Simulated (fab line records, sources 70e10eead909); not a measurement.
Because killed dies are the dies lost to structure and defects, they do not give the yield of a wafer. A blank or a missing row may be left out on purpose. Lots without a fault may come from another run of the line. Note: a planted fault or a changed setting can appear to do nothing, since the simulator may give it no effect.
Which tool is to blame? || flow nand harc || 72 wafers from 24 lots sampled at 3 of the route's 1302 steps

WHAT THE GAUGES SHOWED, per wafer
NHARC_A_CHANNEL_HOLE_D1_CD_MEAS_10 targets a cd of 100 nm. Usual: 99.9 nm for cd nm, sd 0.62.
{"lot": "L074", "measured": "day 8 13:46", "on": "cd sem-03", "cd nm (nm)": "99.9 99.1 99.6", "flag": ""}
{"lot": "L075", "measured": "day 8 14:52", "on": "cd sem-02", "cd nm (nm)": "99.4 99.2 99.1", "flag": ""}
{"lot": "L076", "measured": "day 9 08:42", "on": "cd sem-01", "cd nm (nm)": "100.3 100.4 100.2", "flag": ""}
{"lot": "L077", "measured": "day 9 13:50", "on": "cd sem-03", "cd nm (nm)": "100.2 99.1 99.5", "flag": ""}
{"lot": "L078", "measured": "day 9 20:43", "on": "cd sem-03", "cd nm (nm)": "100.0 100.4 100.0", "flag": ""}
{"lot": "L079", "measured": "day 10 11:26", "on": "cd sem-02", "cd nm (nm)": "99.9 99.6 100.1", "flag": ""}
{"lot": "L080", "measured": "day 10 23:37", "on": "cd sem-02", "cd nm (nm)": "98.7 99.3 99.3", "flag": ""}
{"lot": "L081", "measured": "day 11 12:58", "on": "cd sem-03", "cd nm (nm)": "100.1 100.0 100.5", "flag": ""}
{"lot": "L082", "measured": "day 12 00:40", "on": "cd sem-02", "cd nm (nm)": "99.5 99.6 99.6", "flag": ""}
{"lot": "L083", "measured": "day 12 09:13", "on": "cd sem-02", "cd nm (nm)": "100.4 99.9 100.7", "flag": ""}
{"lot": "L084", "measured": "day 12 18:43", "on": "cd sem-03", "cd nm (nm)": "98.4 98.7 100.2", "flag": ""}
{"lot": "L086", "measured": "day 13 03:57", "on": "cd sem-03", "cd nm (nm)": "100.7 100.4 100.5", "flag": ""}
{"lot": "L085", "measured": "day 13 04:10", "on": "cd sem-02", "cd nm (nm)": "100.7 100.6 100.9", "flag": ""}
{"lot": "L089", "measured": "day 14 13:23", "on": "cd sem-03", "cd nm (nm)": "100.6 100.0 100.1", "flag": ""}
{"lot": "L087", "measured": "day 14 13:47", "on": "cd sem-02", "cd nm (nm)": "99.5 99.7 99.8", "flag": ""}
{"lot": "L088", "measured": "day 14 13:56", "on": "cd sem-01", "cd nm (nm)": "100.8 100.2 100.4", "flag": ""}
{"lot": "L091", "measured": "day 15 09:32", "on": "cd sem-01", "cd nm (nm)": "99.6 99.6 99.4", "flag": ""}
{"lot": "L090", "measured": "day 15 09:53", "on": "cd sem-01", "cd nm (nm)": "99.3 99.8 100.3", "flag": ""}
{"lot": "L092", "measured": "day 16 00:10", "on": "cd sem-03", "cd nm (nm)": "99.0 98.1 98.6", "flag": ""}
{"lot": "L093", "measured": "day 16 03:49", "on": "cd sem-01", "cd nm (nm)": "100.1 100.0 99.5", "flag": ""}
{"lot": "L094", "measured": "day 16 21:31", "on": "cd sem-02", "cd nm (nm)": "99.8 99.7 100.0", "flag": ""}
{"lot": "L095", "measured": "day 17 04:33", "on": "cd sem-02", "cd nm (nm)": "100.3 100.8 100.7", "flag": ""}
{"lot": "L096", "measured": "day 17 17:04", "on": "cd sem-03", "cd nm (nm)": "99.4 100.0 99.5", "flag": ""}
{"lot": "L097", "measured": "day 17 17:35", "on": "cd sem-01", "cd nm (nm)": "100.6 100.9 101.2", "flag": ""}

NHARC_A_ONON_D2_THK_MEAS_08: measures by ellipsometry. Usual: 998 nm for thk nm, sd 8.
{"lot": "L074", "measured": "day 12 12:05", "on": "film metro-01", "thk nm (nm)": "1005 1005 1007", "flag": ""}
{"lot": "L075", "measured": "day 12 12:22", "on": "film metro-02", "thk nm (nm)": "1007 1006 1006", "flag": ""}
{"lot": "L076", "measured": "day 13 02:13", "on": "film metro-02", "thk nm (nm)": "1001 1001 1000", "flag": ""}
{"lot": "L077", "measured": "day 13 09:47", "on": "film metro-02", "thk nm (nm)": "1005 1005 1003", "flag": ""}
{"lot": "L078", "measured": "day 13 15:33", "on": "film metro-01", "thk nm (nm)": "990 991 990", "flag": ""}
{"lot": "L079", "measured": "day 14 14:26", "on": "film metro-01", "thk nm (nm)": "992 994 993", "flag": ""}
{"lot": "L080", "measured": "day 15 03:28", "on": "film metro-02", "thk nm (nm)": "996 998 998", "flag": ""}
{"lot": "L081", "measured": "day 15 14:52", "on": "film metro-01", "thk nm (nm)": "1005 1004 1005", "flag": ""}
{"lot": "L082", "measured": "day 16 01:46", "on": "film metro-02", "thk nm (nm)": "1003 1003 1004", "flag": ""}
{"lot": "L083", "measured": "day 16 19:29", "on": "film metro-01", "thk nm (nm)": "988 990 990", "flag": ""}
{"lot": "L084", "measured": "day 16 19:19", "on": "film metro-01", "thk nm (nm)": "986 987 986", "flag": ""}
{"lot": "L086", "measured": "day 17 06:25", "on": "film metro-01", "thk nm (nm)": "999 998 995", "flag": ""}
{"lot": "L085", "measured": "day 17 06:11", "on": "film metro-01", "thk nm (nm)": "993 994 997", "flag": ""}
{"lot": "L089", "measured": "day 18 12:34", "on": "film metro-01", "thk nm (nm)": "1019 1017 1018", "flag": ""}
{"lot": "L087", "measured": "day 18 12:27", "on": "film metro-02", "thk nm (nm)": "996 996 995", "flag": ""}
{"lot": "L088", "measured": "day 18 19:42", "on": "film metro-02", "thk nm (nm)": "996 1000 998", "flag": ""}
{"lot": "L091", "measured": "day 19 10:10", "on": "film metro-01", "thk nm (nm)": "997 995 995", "flag": ""}
{"lot": "L090", "measured": "day 19 17:05", "on": "film metro-01", "thk nm (nm)": "987 988 987", "flag": ""}
{"lot": "L092", "measured": "day 19 23:15", "on": "film metro-01", "thk nm (nm)": "985 984 985", "flag": ""}
{"lot": "L093", "measured": "day 19 23:14", "on": "film metro-02", "thk nm (nm)": "990 991 990", "flag": ""}
{"lot": "L094", "measured": "day 20 23:28", "on": "film metro-02", "thk nm (nm)": "1002 1003 1001", "flag": ""}
{"lot": "L095", "measured": "day 21 08:37", "on": "film metro-01", "thk nm (nm)": "1006 1003 1006", "flag": ""}
{"lot": "L096", "measured": "day 21 14:41", "on": "film metro-01", "thk nm (nm)": "1007 1009 1009", "flag": ""}
{"lot": "L097", "measured": "day 21 14:42", "on": "film metro-01", "thk nm (nm)": "999 998 999", "flag": ""}

WHAT TOOL EACH LOT RAN ON (gives the tool, then ch and the chambers of the sampled wafers, and finally the start)
{"lot": "L074", "NHARC_A_CHANNEL_HOLE_D1_ETCH_22": "har etch-02 ch 0,1, day 8 18:54"}
{"lot": "L075", "NHARC_A_CHANNEL_HOLE_D1_ETCH_22": "har etch-01 ch 0,1, day 8 21:57"}
{"lot": "L076", "NHARC_A_CHANNEL_HOLE_D1_ETCH_22": "har etch-01 ch 0,1, day 9 11:02"}
{"lot": "L077", "NHARC_A_CHANNEL_HOLE_D1_ETCH_22": "har etch-01 ch 0,1, day 9 16:14"}
{"lot": "L078", "NHARC_A_CHANNEL_HOLE_D1_ETCH_22": "har etch-01 ch 0,1, day 9 23:10"}
{"lot": "L079", "NHARC_A_CHANNEL_HOLE_D1_ETCH_22": "har etch-02 ch 0,1, day 10 13:58"}
{"lot": "L080", "NHARC_A_CHANNEL_HOLE_D1_ETCH_22": "har etch-02 ch 1, day 11 02:04"}
{"lot": "L081", "NHARC_A_CHANNEL_HOLE_D1_ETCH_22": "har etch-02 ch 0, day 11 17:38"}
{"lot": "L082", "NHARC_A_CHANNEL_HOLE_D1_ETCH_22": "har etch-02 ch 0,1, day 12 03:23"}
{"lot": "L083", "NHARC_A_CHANNEL_HOLE_D1_ETCH_22": "har etch-01 ch 1, day 12 19:22"}
{"lot": "L084", "NHARC_A_CHANNEL_HOLE_D1_ETCH_22": "har etch-02 ch 0,1, day 12 21:02"}
{"lot": "L086", "NHARC_A_CHANNEL_HOLE_D1_ETCH_22": "har etch-01 ch 0, day 13 08:44"}
{"lot": "L085", "NHARC_A_CHANNEL_HOLE_D1_ETCH_22": "har etch-02 ch 0,1, day 13 09:58"}
{"lot": "L089", "NHARC_A_CHANNEL_HOLE_D1_ETCH_22": "har etch-01 ch 0,1, day 14 15:43"}
{"lot": "L087", "NHARC_A_CHANNEL_HOLE_D1_ETCH_22": "har etch-02 ch 0,1, day 14 16:31"}
{"lot": "L088", "NHARC_A_CHANNEL_HOLE_D1_ETCH_22": "har etch-01 ch 0,1, day 14 19:47"}
{"lot": "L091", "NHARC_A_CHANNEL_HOLE_D1_ETCH_22": "har etch-01 ch 0,1, day 15 12:15"}
{"lot": "L090", "NHARC_A_CHANNEL_HOLE_D1_ETCH_22": "har etch-02 ch 1, day 15 15:54"}
{"lot": "L092", "NHARC_A_CHANNEL_HOLE_D1_ETCH_22": "har etch-01 ch 0,1, day 16 02:40"}
{"lot": "L093", "NHARC_A_CHANNEL_HOLE_D1_ETCH_22": "har etch-02 ch 0,1, day 16 06:14"}
{"lot": "L094", "NHARC_A_CHANNEL_HOLE_D1_ETCH_22": "har etch-01 ch 0,1, day 16 23:52"}
{"lot": "L095", "NHARC_A_CHANNEL_HOLE_D1_ETCH_22": "har etch-01 ch 0,1, day 17 12:02"}
{"lot": "L096", "NHARC_A_CHANNEL_HOLE_D1_ETCH_22": "har etch-02 ch 0,1, day 17 20:21"}
{"lot": "L097", "NHARC_A_CHANNEL_HOLE_D1_ETCH_22": "har etch-01 ch 0, day 17 20:35"}
- NHARC_A_CHANNEL_HOLE_D1_ETCH_22: etches the open film in C4F8/O2/Ar, time 666.7 s, target depth 1600 nm.

WHAT THE TOOLS THEMSELVES READ (means of the sampled wafers that have a number; where no wafer has one, the mark that the record gives instead)
NHARC_A_CHANNEL_HOLE_D1_ETCH_22. Usual: chamber pressure mTorr 19.998 mTorr, standard deviation 0.018; drypump motor current A 5.6 A, standard deviation 0.56; showerhead plenum p Torr 3.62 Torr, standard deviation 0.12; temp c -20.00 C, standard deviation 0.099; throttle valve pct 32.154 %, standard deviation 0.0087.
{"lot": "L074", "tool": "har etch-02", "chamber pressure mTorr (mTorr)": 20.000, "drypump motor current A (A)": 6.1, "showerhead plenum p Torr (Torr)": 3.53, "temp c (C)": -19.99, "throttle valve pct (%)": 32.150, "flag": ""}
{"lot": "L075", "tool": "har etch-01", "chamber pressure mTorr (mTorr)": 19.991, "drypump motor current A (A)": 5.4, "showerhead plenum p Torr (Torr)": 3.64, "temp c (C)": -20.03, "throttle valve pct (%)": 32.151, "flag": ""}
{"lot": "L076", "tool": "har etch-01", "chamber pressure mTorr (mTorr)": 20.003, "drypump motor current A (A)": 5.0, "showerhead plenum p Torr (Torr)": 3.68, "temp c (C)": -19.96, "throttle valve pct (%)": 32.158, "flag": ""}
{"lot": "L077", "tool": "har etch-01", "chamber pressure mTorr (mTorr)": 19.989, "drypump motor current A (A)": 5.0, "showerhead plenum p Torr (Torr)": 3.68, "temp c (C)": -19.93, "throttle valve pct (%)": 32.147, "flag": ""}
{"lot": "L078", "tool": "har etch-01", "chamber pressure mTorr (mTorr)": 19.992, "drypump motor current A (A)": 5.4, "showerhead plenum p Torr (Torr)": 3.63, "temp c (C)": -20.04, "throttle valve pct (%)": 32.150, "flag": ""}
{"lot": "L079", "tool": "har etch-02", "chamber pressure mTorr (mTorr)": 20.005, "drypump motor current A (A)": 6.1, "showerhead plenum p Torr (Torr)": 3.51, "temp c (C)": -20.01, "throttle valve pct (%)": 32.157, "flag": ""}
{"lot": "L080", "tool": "har etch-02", "chamber pressure mTorr (mTorr)": 19.997, "drypump motor current A (A)": 6.0, "showerhead plenum p Torr (Torr)": 3.68, "temp c (C)": -19.96, "throttle valve pct (%)": 32.152, "flag": ""}
{"lot": "L081", "tool": "har etch-02", "chamber pressure mTorr (mTorr)": 20.005, "drypump motor current A (A)": 6.1, "showerhead plenum p Torr (Torr)": 3.42, "temp c (C)": -19.96, "throttle valve pct (%)": 32.155, "flag": ""}
{"lot": "L082", "tool": "har etch-02", "chamber pressure mTorr (mTorr)": 19.996, "drypump motor current A (A)": 6.0, "showerhead plenum p Torr (Torr)": 3.59, "temp c (C)": -19.96, "throttle valve pct (%)": 32.159, "flag": ""}
{"lot": "L083", "tool": "har etch-01", "chamber pressure mTorr (mTorr)": 19.993, "drypump motor current A (A)": 5.7, "showerhead plenum p Torr (Torr)": 3.57, "temp c (C)": -20.05, "throttle valve pct (%)": 32.151, "flag": ""}
{"lot": "L084", "tool": "har etch-02", "chamber pressure mTorr (mTorr)": 20.013, "drypump motor current A (A)": 6.1, "showerhead plenum p Torr (Torr)": 3.49, "temp c (C)": -20.01, "throttle valve pct (%)": 32.145, "flag": ""}
{"lot": "L086", "tool": "har etch-01", "chamber pressure mTorr (mTorr)": 20.007, "drypump motor current A (A)": 4.7, "showerhead plenum p Torr (Torr)": 3.71, "temp c (C)": -19.97, "throttle valve pct (%)": 32.164, "flag": ""}
{"lot": "L085", "tool": "har etch-02", "chamber pressure mTorr (mTorr)": 19.993, "drypump motor current A (A)": 6.0, "showerhead plenum p Torr (Torr)": 3.57, "temp c (C)": -20.18, "throttle valve pct (%)": 32.157, "flag": ""}
{"lot": "L089", "tool": "har etch-01", "chamber pressure mTorr (mTorr)": 20.018, "drypump motor current A (A)": 5.4, "showerhead plenum p Torr (Torr)": 3.61, "temp c (C)": -19.88, "throttle valve pct (%)": 32.154, "flag": ""}
{"lot": "L087", "tool": "har etch-02", "chamber pressure mTorr (mTorr)": 19.996, "drypump motor current A (A)": 6.0, "showerhead plenum p Torr (Torr)": 3.57, "temp c (C)": -19.98, "throttle valve pct (%)": 32.157, "flag": ""}
{"lot": "L088", "tool": "har etch-01", "chamber pressure mTorr (mTorr)": 20.001, "drypump motor current A (A)": 5.0, "showerhead plenum p Torr (Torr)": 3.65, "temp c (C)": -19.99, "throttle valve pct (%)": 32.145, "flag": ""}
{"lot": "L091", "tool": "har etch-01", "chamber pressure mTorr (mTorr)": 19.987, "drypump motor current A (A)": 5.4, "showerhead plenum p Torr (Torr)": 3.60, "temp c (C)": -19.99, "throttle valve pct (%)": 32.158, "flag": ""}
{"lot": "L090", "tool": "har etch-02", "chamber pressure mTorr (mTorr)": 19.999, "drypump motor current A (A)": 6.0, "showerhead plenum p Torr (Torr)": 3.64, "temp c (C)": -20.06, "throttle valve pct (%)": 32.153, "flag": ""}
{"lot": "L092", "tool": "har etch-01", "chamber pressure mTorr (mTorr)": 19.991, "drypump motor current A (A)": 5.4, "showerhead plenum p Torr (Torr)": 3.59, "temp c (C)": -20.04, "throttle valve pct (%)": 32.151, "flag": ""}
{"lot": "L093", "tool": "har etch-02", "chamber pressure mTorr (mTorr)": 19.986, "drypump motor current A (A)": 6.0, "showerhead plenum p Torr (Torr)": 3.74, "temp c (C)": -20.08, "throttle valve pct (%)": 32.152, "flag": ""}
{"lot": "L094", "tool": "har etch-01", "chamber pressure mTorr (mTorr)": 20.010, "drypump motor current A (A)": 5.0, "showerhead plenum p Torr (Torr)": 3.63, "temp c (C)": -20.03, "throttle valve pct (%)": 32.151, "flag": ""}
{"lot": "L095", "tool": "har etch-01", "chamber pressure mTorr (mTorr)": 20.013, "drypump motor current A (A)": 5.0, "showerhead plenum p Torr (Torr)": 3.63, "temp c (C)": -19.85, "throttle valve pct (%)": 32.163, "flag": ""}
{"lot": "L096", "tool": "har etch-02", "chamber pressure mTorr (mTorr)": 19.989, "drypump motor current A (A)": 6.1, "showerhead plenum p Torr (Torr)": 3.82, "temp c (C)": -20.02, "throttle valve pct (%)": 32.153, "flag": ""}
{"lot": "L097", "tool": "har etch-01", "chamber pressure mTorr (mTorr)": 19.988, "drypump motor current A (A)": 4.7, "showerhead plenum p Torr (Torr)": 3.67, "temp c (C)": -19.88, "throttle valve pct (%)": 32.166, "flag": ""}

THE ANSWER, worked out from the rows above alone
Rule: take the mean of a lot's wafers that have a number; if it is more than 3 standard deviations from the usual mean, the lot is off. Also off: a lot with no number at a reading for which 4 or more lots have one. All remaining lots with rows at the step are treated as sound. The gauges are gone through in route order, then the tools' own readings, and for those a lot's mean is taken as printed above. The first step at which some lot is off is used, and at that step the reading that is off furthest; a lot without a number counts as furthest.
None of the lots is off at any reading shown; this tells nothing.

WHAT THE SIMULATOR HAD PUT IN
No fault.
